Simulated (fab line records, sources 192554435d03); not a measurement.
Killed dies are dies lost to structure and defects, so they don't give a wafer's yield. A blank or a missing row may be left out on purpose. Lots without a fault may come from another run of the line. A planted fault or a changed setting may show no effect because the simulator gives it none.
Problem report in the 8D (eight disciplines) form, filled by code | flow n5_finfet | the parts of the form that need people (team, actions taken, sign-off) are left out

1. THE PROBLEM
susceptor_temp_C at N5_FIN_SAQP_ALD_61 reads a mean of 263.30 C on 6 wafers of 2 lots; wafers without a fault read 300.00 C with a standard deviation of 0.18. That is -99 or more standard deviations from the usual mean.
The step: deposits SiO2, target thk 4 nm, pulse time 1 s, purge time 2 s.
First seen on wafer L246.1, day 4 03:06, on ald_sin-01. The record holds 29 wafers of 10 lots with a number at this step. Rule for "out", or "out of limits": more than 4 standard deviations from the usual mean. The other wafers with a number count as sound.

2. WHAT IT IS AND WHAT IT IS NOT
question                    | is                     | is not
which readings at this step | susceptor_temp_C       | -
which lots                  | L246, L248             | L238, L243, L244, L256, L257, L258, L259, L260
which wafers of those lots  | all that have a number | -
read on which tools         | ald_sin-01             | ald_sin-03, ald_sin-04
when                        | from day 4 03:06       | up to then (9 sound wafers); but 14 sound wafers of L256, L257, L258, L259, L260 came after

3. SUSPECTS, AND WHAT RULES EACH OUT
Counting: a tool at a process step up to the reading stays a suspect if it ran every lot that is out and no sound lot after the first of them.
- ald_sin-01 at N5_FIN_SAQP_ALD_61 (deposits SiO2, target thk 4 nm, pulse time 1 s, purge time 2 s): ruled out as a lasting fault. Sound lots L258 ran on it after its first lot that is out, L246 (day 4 03:06).
Left after counting: nothing in the record.

4. THE CAUSE (what the simulator had put in)
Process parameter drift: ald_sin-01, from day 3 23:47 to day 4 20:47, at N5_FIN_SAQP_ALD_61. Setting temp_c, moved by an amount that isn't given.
Counting ruled it out, wrongly.

5. THE CHAIN OF EFFECTS, in route order
Each row: a reading whose mean over the struck wafers that have a number lies more than 3 standard deviations from the usual. Only readings for which the record gives a usual standard deviation are gone through. hours: the time from each lot's start at the first step in this table that gives one to its start at this step, as a median over the lots. sigmas: the change in usual standard deviations.
hours | step               | reading          | usual    | on struck wafers | change | sigmas
0     | N5_FIN_SAQP_ALD_61 | susceptor_temp_C | 300.00 C | 263.30           | -36.70 | -99 or more
The process steps in it:
- N5_FIN_SAQP_ALD_61: deposits SiO2, target thk 4 nm, pulse time 1 s, purge time 2 s.
Later measuring or inspecting steps at which every struck wafer that the step has a row for has a number for every such reading, and none has moved that far: N5_FIN_SAQP_THK_MEAS_05, N5_BEOL_M4_RC_MEAS_101.

6. WHAT WOULD HAVE CAUGHT IT SOONER
In this record the first reading out of limits was taken at day 4 03:06, 3 hours after the fault began at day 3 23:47.
